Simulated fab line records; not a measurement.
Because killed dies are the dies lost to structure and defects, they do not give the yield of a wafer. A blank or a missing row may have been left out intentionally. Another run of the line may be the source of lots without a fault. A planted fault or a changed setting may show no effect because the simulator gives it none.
The tool behind it: which one?    flow nand_harc    Sampling: 20 lots, 60 wafers, 6 of 1302 route steps

WHAT THE GAUGES SHOWED, per wafer
No reading from a measuring or inspecting step in the record can be judged against a usual standard deviation.

WHAT TOOL EACH LOT RAN ON (gives the tool, then ch and the chambers of the sampled wafers, and finally the start)
lot   NHARC_A_CONTACT_ETCH_110            NHARC_A_CONTACT_STRIP_26                       NHARC_A_BLC_STRIP_21                NHARC_A_M0_ETCH_34                  NHARC_A_M0_DEP_32                NHARC_A_M1_ETCH_35
L074  rie_diel-11 ch 0,1,2, day 22 12:17  rie_diel-11 ch 0,3, day 22 16:15 or earlier    rie_diel-09 ch 0,1, day 22 16:15    rie_diel-02 ch 1,2, day 22 19:05    pecvd-04 ch 0,1,2, day 22 21:45  rie_diel-12 ch 0,2,3, day 22 23:10
L076  rie_diel-11 ch 0,2,3, day 23 03:43  rie_diel-11 ch 0,1,3, day 23 07:46 or earlier  rie_diel-09 ch 0,1,2, day 23 07:46  rie_diel-06 ch 0,1,3, day 23 10:43  pecvd-02 ch 0,1,2, day 23 13:15  rie_diel-12 ch 0,1,3, day 23 14:46
L075  rie_diel-11 ch 1,2, day 23 07:14    rie_diel-11 ch 1,2, day 23 11:35 or earlier    rie_diel-09 ch 1,2,3, day 23 11:35  rie_diel-06 ch 2,3, day 23 14:34    pecvd-02 ch 0,2, day 23 17:07    rie_diel-01 ch 0,2, day 23 18:45
L077  rie_diel-11 ch 0,3, day 23 14:40    rie_diel-11 ch 1,2,3, day 23 18:40 or earlier  rie_diel-05 ch 0,1,3, day 23 18:40  rie_diel-06 ch 0,3, day 23 21:38    pecvd-04 ch 0,1, day 24 00:13    rie_diel-12 ch 1,2,3, day 24 01:39
L078  rie_diel-04 ch 0,2,3, day 23 15:08  rie_diel-04 ch 0,1,2, day 23 19:02 or earlier  rie_diel-05 ch 1,2,3, day 23 19:02  rie_diel-06 ch 0,2,3, day 23 22:37  pecvd-04 ch 0,1,2, day 24 01:11  rie_diel-10 ch 1,2,3, day 24 02:40
L079  rie_diel-13 ch 1,2,3, day 24 05:44  rie_diel-13 ch 0,2, day 24 09:44 or earlier    rie_diel-05 ch 0,2,3, day 24 09:44  rie_diel-02 ch 1,2,3, day 24 12:43  pecvd-03 ch 0,1, day 24 15:19    rie_diel-01 ch 0,1,2, day 24 16:46
L080  rie_diel-11 ch 1,2, day 24 22:47    rie_diel-11 ch 2,3, day 25 02:47 or earlier    rie_diel-09 ch 1,2,3, day 25 02:47  rie_diel-02 ch 0,2,3, day 25 05:45  pecvd-03 ch 1,2, day 25 08:18    rie_diel-12 ch 0,1,2, day 25 09:52
L082  rie_diel-11 ch 1,2,3, day 25 11:26  rie_diel-11 ch 0,2, day 25 15:27 or earlier    rie_diel-08 ch 0,1, day 25 15:27    rie_diel-02 ch 0,1,3, day 25 18:29  pecvd-03 ch 0,1, day 25 21:04    rie_diel-01 ch 0,1,3, day 25 22:22
L085  rie_diel-11 ch 2,3, day 27 04:11    rie_diel-11 ch 0,2,3, day 27 08:05 or earlier  rie_diel-08 ch 0,1,2, day 27 08:05  rie_diel-02 ch 0,3, day 27 10:58    pecvd-03 ch 0,1,2, day 27 13:33  rie_diel-10 ch 0,1,3, day 27 15:11
L083  rie_diel-13 ch 0,2,3, day 27 07:23  rie_diel-13 ch 1,2,3, day 27 11:22 or earlier  rie_diel-09 ch 1,2,3, day 27 11:22  rie_diel-02 ch 0,2,3, day 27 14:56  pecvd-02 ch 0,2, day 27 17:35    rie_diel-01 ch 1,2,3, day 27 19:17
L086  rie_diel-13 ch 0,3, day 27 09:35    rie_diel-13 ch 1,2, day 27 13:35 or earlier    rie_diel-09 ch 2,3, day 27 13:35    rie_diel-07 ch 1,2,3, day 27 16:32  pecvd-03 ch 0,2, day 27 19:17    rie_diel-10 ch 0,1, day 27 20:43
L084  rie_diel-11 ch 0,2, day 27 11:10    rie_diel-11 ch 0,3, day 27 15:11 or earlier    rie_diel-09 ch 0,2,3, day 27 15:11  rie_diel-07 ch 0,3, day 27 18:08    pecvd-04 ch 1,2, day 27 20:43    rie_diel-12 ch 1,3, day 27 22:07
L087  rie_diel-11 ch 0,2, day 28 05:59    rie_diel-11 ch 0,1, day 28 09:56 or earlier    rie_diel-05 ch 1,3, day 28 09:56    rie_diel-06 ch 0,1, day 28 12:53    pecvd-04 ch 0,1,2, day 28 15:38  rie_diel-12 ch 1,3, day 28 17:07
L088  rie_diel-04 ch 0,1,2, day 28 10:28  rie_diel-04 ch 1,2, day 28 14:28 or earlier    rie_diel-05 ch 0,1,2, day 28 14:28  rie_diel-07 ch 0,2,3, day 28 17:26  pecvd-04 ch 0,2, day 28 20:07    rie_diel-10 ch 0,2,3, day 28 21:27
L089  rie_diel-11 ch 1,2, day 28 20:06    rie_diel-11 ch 0,1,3, day 28 23:59 or earlier  rie_diel-09 ch 0,1,2, day 28 23:59  rie_diel-02 ch 1,2, day 29 03:02    pecvd-04 ch 1,2, day 29 05:53    rie_diel-12 ch 0,3, day 29 07:25
L091  rie_diel-13 ch 0,1,2, day 29 00:26  rie_diel-13 ch 1,2, day 29 04:29 or earlier    rie_diel-05 ch 0,1,3, day 29 04:29  rie_diel-06 ch 0,1,2, day 29 07:29  pecvd-02 ch 1,2, day 29 10:23    rie_diel-01 ch 0,1,2, day 29 11:59
L093  rie_diel-11 ch 0,1,2, day 30 13:52  rie_diel-11 ch 0,2, day 30 18:02 or earlier    rie_diel-05 ch 1,2, day 30 18:02    rie_diel-07 ch 0,1, day 30 20:52    pecvd-04 ch 0,1,2, day 30 23:28  rie_diel-10 ch 1,3, day 31 00:49
L095  rie_diel-04 ch 0,2,3, day 31 01:05  rie_diel-04 ch 0,1,3, day 31 05:44 or earlier  rie_diel-05 ch 0,2,3, day 31 05:44  rie_diel-02 ch 1,2,3, day 31 08:44  pecvd-04 ch 0,2, day 31 11:16    rie_diel-01 ch 0,2,3, day 31 12:39
L096  rie_diel-04 ch 2,3, day 31 09:37    rie_diel-04 ch 1,3, day 31 13:37 or earlier    rie_diel-08 ch 0,1, day 31 13:37    rie_diel-02 ch 1,2, day 31 16:37    pecvd-02 ch 0,2, day 31 19:10    rie_diel-12 ch 0,3, day 31 20:41
L097  rie_diel-11 ch 0,2,3, day 31 19:27  rie_diel-11 ch 0,2, day 31 23:50 or earlier    rie_diel-08 ch 0,1,2, day 31 23:50  rie_diel-06 ch 1,2,3, day 32 02:50  pecvd-03 ch 1,2, day 32 05:35    rie_diel-01 ch 0,1,3, day 32 06:58
- NHARC_A_CONTACT_ETCH_110: etches the open film in CF4/O2, target depth 60 nm, overetch 6 nm, time 33 s.
- NHARC_A_CONTACT_STRIP_26: strips in O2.
- NHARC_A_BLC_STRIP_21: strips in O2.
- NHARC_A_M0_ETCH_34: etches the open film in N2/H2, target depth 40 nm, overetch 12 nm, time 43.94 s.
- NHARC_A_M0_DEP_32: deposits SiCN, target thk 30 nm.
- NHARC_A_M1_ETCH_35: etches the open film in N2/H2, target depth 40 nm, overetch 12 nm, time 43.94 s.

AS READ BY THE TOOLS THEMSELVES (means over the sampled wafers that have a number; for cases with no such wafer, the mark the record gives instead)
NHARC_A_CONTACT_ETCH_110. Usual: drypump_motor_current_A 5.7 A, standard deviation 0.42; oes_product_au 0.998 a.u., standard deviation 0.011; rf_fwd_power_W 295.7 W, standard deviation 1.3; rf_vpp_V 198.3 V, standard deviation 1.3; showerhead_plenum_p_Torr 1.36 Torr, standard deviation 0.056; throttle_valve_pct 13.399 %, standard deviation 0.01.
lot   tool         drypump_motor_current_A (A)  oes_product_au (a.u.)  rf_fwd_power_W (W)  rf_vpp_V (V)  showerhead_plenum_p_Torr (Torr)  throttle_valve_pct (%)  flag
L074  rie_diel-11  5.6                          1.001                  296.3               198.5         1.36                             13.407                  
L076  rie_diel-11  5.5                          1.000                  295.3               199.1         1.39                             13.404                  
L075  rie_diel-11  5.4                          0.993                  297.7               198.4         1.35                             13.398                  
L077  rie_diel-11  5.8                          1.001                  295.3               199.3         1.41                             13.389                  
L078  rie_diel-04  6.2                          0.987                  296.2               197.8         1.37                             13.400                  
L079  rie_diel-13  6.0                          0.999                  295.1               198.1         1.33                             13.397                  
L080  rie_diel-11  5.6                          0.997                  296.1               197.6         1.31                             13.391                  
L082  rie_diel-11  5.5                          1.004                  295.5               198.4         1.34                             13.398                  
L085  rie_diel-11  5.3                          0.996                  295.9               198.8         1.37                             13.400                  
L083  rie_diel-13  6.1                          1.005                  294.7               197.1         1.28                             13.412                  
L086  rie_diel-13  6.3                          0.985                  295.9               196.6         1.25                             13.396                  
L084  rie_diel-11  5.7                          0.996                  297.5               198.5         1.40                             13.406                  
L087  rie_diel-11  5.7                          1.000                  296.2               198.7         1.40                             13.398                  
L088  rie_diel-04  5.6                          1.002                  296.0               199.0         1.39                             13.400                  
L089  rie_diel-11  5.4                          0.991                  296.0               198.3         1.34                             13.397                  
L091  rie_diel-13  5.8                          1.004                  294.3               197.8         1.34                             13.404                  
L093  rie_diel-11  5.7                          0.995                  296.5               197.9         1.35                             13.392                  
L095  rie_diel-04  6.1                          0.999                  296.1               197.7         1.35                             13.398                  
L096  rie_diel-04  6.3                          0.997                  297.2               198.2         1.33                             13.395                  
L097  rie_diel-11  5.5                          1.003                  296.2               199.3         1.39                             13.409                  

NHARC_A_CONTACT_STRIP_26. Usual: drypump_motor_current_A 5.7 A, standard deviation 0.4; oes_product_au 0.999 a.u., standard deviation 0.0096; rf_vpp_V 57.9 V, standard deviation 0.9; showerhead_plenum_p_Torr 3.59 Torr, standard deviation 0.14; throttle_valve_pct 17.036 %, standard deviation 0.0088.
lot   tool         drypump_motor_current_A (A)  oes_product_au (a.u.)  rf_vpp_V (V)  showerhead_plenum_p_Torr (Torr)  throttle_valve_pct (%)  flag
L074  rie_diel-11  5.8                          1.000                  57.1          3.70                             17.042                  
L076  rie_diel-11  5.7                          0.994                  57.7          3.59                             17.038                  
L075  rie_diel-11  5.4                          0.996                  58.5          3.55                             17.039                  
L077  rie_diel-11  5.5                          0.997                  58.0          3.56                             17.035                  
L078  rie_diel-04  5.6                          0.991                  57.8          3.69                             17.026                  
L079  rie_diel-13  5.9                          1.001                  57.7          3.43                             17.048                  
L080  rie_diel-11  5.3                          1.004                  58.7          3.64                             17.032                  
L082  rie_diel-11  5.7                          0.998                  57.5          3.70                             17.033                  
L085  rie_diel-11  5.5                          1.002                  58.3          3.66                             17.035                  
L083  rie_diel-13  6.0                          1.000                  57.8          3.51                             17.035                  
L086  rie_diel-13  5.6                          1.006                  58.2          3.67                             17.037                  
L084  rie_diel-11  5.8                          1.001                  58.8          3.69                             17.045                  
L087  rie_diel-11  5.9                          0.997                  57.8          3.61                             17.042                  
L088  rie_diel-04  5.2                          1.004                  57.8          3.69                             17.030                  
L089  rie_diel-11  5.7                          1.002                  57.6          3.58                             17.035                  
L091  rie_diel-13  5.6                          1.005                  58.5          3.66                             17.037                  
L093  rie_diel-11  5.7                          1.007                  59.1          3.69                             17.033                  
L095  rie_diel-04  5.8                          0.995                  57.3          3.54                             17.041                  
L096  rie_diel-04  5.3                          0.997                  58.7          3.56                             17.037                  
L097  rie_diel-11  5.7                          1.000                  58.3          3.68                             17.039                  

NHARC_A_BLC_STRIP_21. Usual: drypump_motor_current_A 5.5 A, standard deviation 0.37; oes_product_au 1.003 a.u., standard deviation 0.0094; rf_vpp_V 57.5 V, standard deviation 0.91; showerhead_plenum_p_Torr 3.42 Torr, standard deviation 0.11; throttle_valve_pct 17.037 %, standard deviation 0.0092.
lot   tool         drypump_motor_current_A (A)  oes_product_au (a.u.)  rf_vpp_V (V)  showerhead_plenum_p_Torr (Torr)  throttle_valve_pct (%)  flag
L074  rie_diel-09  5.7                          0.997                  57.9          3.38                             17.043                  
L076  rie_diel-09  5.4                          1.002                  57.3          3.44                             17.030                  
L075  rie_diel-09  5.3                          1.005                  57.7          3.45                             17.039                  
L077  rie_diel-05  5.7                          1.003                  57.2          3.47                             17.033                  
L078  rie_diel-05  5.8                          1.000                  57.9          3.47                             17.037                  
L079  rie_diel-05  5.5                          1.005                  58.5          3.45                             17.040                  
L080  rie_diel-09  5.4                          1.001                  57.5          3.44                             17.035                  
L082  rie_diel-08  5.6                          0.998                  58.2          3.51                             17.036                  
L085  rie_diel-08  5.6                          1.020                  56.8          3.49                             17.033                  
L083  rie_diel-09  5.3                          1.000                  57.4          3.44                             17.039                  
L086  rie_diel-09  5.5                          1.006                  57.0          3.39                             17.045                  
L084  rie_diel-09  5.6                          1.001                  57.1          3.38                             17.036                  
L087  rie_diel-05  6.0                          1.005                  56.8          3.48                             17.038                  
L088  rie_diel-05  5.4                          1.008                  57.1          3.35                             17.038                  
L089  rie_diel-09  5.4                          0.998                  58.0          3.44                             17.032                  
L091  rie_diel-05  5.7                          0.996                  57.7          3.46                             17.044                  
L093  rie_diel-05  5.7                          1.009                  56.7          3.36                             17.042                  
L095  rie_diel-05  5.4                          1.002                  58.0          3.44                             17.035                  
L096  rie_diel-08  5.7                          1.003                  57.8          3.49                             17.040                  
L097  rie_diel-08  5.6                          0.987                  58.2          3.48                             17.036                  

NHARC_A_M0_ETCH_34. Usual: drypump_motor_current_A 5.8 A, standard deviation 0.46; oes_product_au 0.997 a.u., standard deviation 0.012; rf_fwd_power_W 395.4 W, standard deviation 1.7; rf_vpp_V 431.0 V, standard deviation 2.2; showerhead_plenum_p_Torr 2.06 Torr, standard deviation 0.077; throttle_valve_pct 14.172 %, standard deviation 0.0082.
lot   tool         drypump_motor_current_A (A)  oes_product_au (a.u.)  rf_fwd_power_W (W)  rf_vpp_V (V)  showerhead_plenum_p_Torr (Torr)  throttle_valve_pct (%)  flag
L074  rie_diel-02  5.9                          1.009                  396.7               432.4         2.10                             14.175                  
L076  rie_diel-06  5.7                          0.986                  394.5               432.6         2.10                             14.174                  
L075  rie_diel-06  6.4                          0.974                  395.6               429.5         2.03                             14.175                  
L077  rie_diel-06  5.7                          1.000                  395.7               432.1         2.07                             14.167                  
L078  rie_diel-06  6.1                          0.995                  396.3               431.2         2.05                             14.171                  
L079  rie_diel-02  5.8                          1.007                  395.8               431.2         2.05                             14.178                  
L080  rie_diel-02  5.6                          1.003                  395.5               428.9         2.00                             14.175                  
L082  rie_diel-02  5.4                          1.001                  393.9               430.4         2.02                             14.167                  
L085  rie_diel-02  5.4                          1.002                  396.8               428.4         1.95                             14.174                  
L083  rie_diel-02  5.6                          0.996                  395.6               428.8         2.00                             14.165                  
L086  rie_diel-07  5.7                          0.993                  396.5               432.9         2.12                             14.171                  
L084  rie_diel-07  6.0                          1.001                  395.9               430.9         2.04                             14.170                  
L087  rie_diel-06  5.5                          0.994                  394.9               431.8         2.11                             14.167                  
L088  rie_diel-07  5.9                          0.996                  396.3               431.4         2.07                             14.164                  
L089  rie_diel-02  5.9                          1.000                  395.4               431.9         2.10                             14.167                  
L091  rie_diel-06  6.0                          0.991                  394.5               431.5         2.06                             14.167                  
L093  rie_diel-07  5.0                          0.988                  394.3               431.6         2.10                             14.179                  
L095  rie_diel-02  5.8                          0.997                  394.2               430.8         2.04                             14.168                  
L096  rie_diel-02  5.9                          1.002                  394.3               431.4         2.10                             14.172                  
L097  rie_diel-06  6.0                          0.991                  395.5               431.9         2.08                             14.167                  

NHARC_A_M0_DEP_32. Usual: heater_power_w 524 W, standard deviation 62; rf_fwd_power_W 449.1 W, standard deviation 1.3.
lot   tool      heater_power_w (W)  rf_fwd_power_W (W)  flag
L074  pecvd-04  476                 448.3               
L076  pecvd-02  596                 449.5               
L075  pecvd-02  592                 447.8               
L077  pecvd-04  472                 448.5               
L078  pecvd-04  495                 449.2               
L079  pecvd-03  486                 448.7               
L080  pecvd-03  537                 449.3               
L082  pecvd-03  565                 447.4               
L085  pecvd-03  497                 448.2               
L083  pecvd-02  557                 449.6               
L086  pecvd-03  493                 447.9               
L084  pecvd-04  499                 450.1               
L087  pecvd-04  500                 451.0               
L088  pecvd-04  480                 450.0               
L089  pecvd-04  492                 449.5               
L091  pecvd-02  542                 450.6               
L093  pecvd-04  488                 449.2               
L095  pecvd-04  490                 450.5               
L096  pecvd-02  576                 448.8               
L097  pecvd-03  537                 449.3               

NHARC_A_M1_ETCH_35. Usual: drypump_motor_current_A 5.7 A, standard deviation 0.4; oes_product_au 1.001 a.u., standard deviation 0.011; rf_fwd_power_W 395.6 W, standard deviation 2.2; rf_vpp_V 431.5 V, standard deviation 2.6; showerhead_plenum_p_Torr 2.07 Torr, standard deviation 0.091; throttle_valve_pct 14.172 %, standard deviation 0.01.
lot   tool         drypump_motor_current_A (A)  oes_product_au (a.u.)  rf_fwd_power_W (W)  rf_vpp_V (V)  showerhead_plenum_p_Torr (Torr)  throttle_valve_pct (%)  flag
L074  rie_diel-12  6.0                          0.996                  394.2               434.2         2.15                             14.166                  
L076  rie_diel-12  5.7                          1.001                  396.6               432.2         2.12                             14.172                  
L075  rie_diel-01  5.9                          0.987                  395.3               431.6         2.09                             14.174                  
L077  rie_diel-12  6.0                          0.998                  396.9               432.6         2.11                             14.174                  
L078  rie_diel-10  5.8                          1.010                  392.3               431.4         2.10                             14.176                  
L079  rie_diel-01  5.8                          1.005                  394.7               430.7         2.07                             14.171                  
L080  rie_diel-12  6.0                          1.000                  393.8               433.7         2.15                             14.175                  
L082  rie_diel-01  5.5                          1.014                  396.5               429.1         1.98                             14.159                  
L085  rie_diel-10  5.7                          0.998                  395.0               430.8         2.04                             14.176                  
L083  rie_diel-01  5.5                          1.006                  397.1               429.5         2.02                             14.167                  
L086  rie_diel-10  5.8                          0.998                  395.7               429.1         2.02                             14.172                  
L084  rie_diel-12  5.7                          1.002                  396.6               432.3         2.07                             14.182                  
L087  rie_diel-12  5.7                          1.009                  395.5               431.1         2.08                             14.178                  
L088  rie_diel-10  5.6                          1.004                  393.2               432.8         2.10                             14.168                  
L089  rie_diel-12  5.7                          0.995                  395.0               432.8         2.11                             14.166                  
L091  rie_diel-01  5.8                          1.002                  396.9               432.7         2.07                             14.173                  
L093  rie_diel-10  5.9                          1.009                  397.1               430.1         2.05                             14.174                  
L095  rie_diel-01  5.6                          1.004                  397.8               429.9         2.04                             14.172                  
L096  rie_diel-12  5.7                          1.009                  395.8               432.8         2.11                             14.172                  
L097  rie_diel-01  5.5                          1.003                  395.8               429.1         1.97                             14.174                  

THE ANSWER, worked out from the rows above alone
Rule: lot off if the mean of its wafers having a number is beyond 3 standard deviations from the usual mean. Also off: a lot with no number at a reading for which 4 or more lots have one. All remaining lots with rows at the step are treated as sound. Order of review: gauges by route order, followed by the tools' own readings, for which a lot's mean as printed above is used. The first step at which some lot is off is used, and at that step the reading that is off furthest; a lot without a number counts as furthest.
Nothing can be told from this: no lot is off at any reading shown.

WHAT WAS PUT IN BY THE SIMULATOR
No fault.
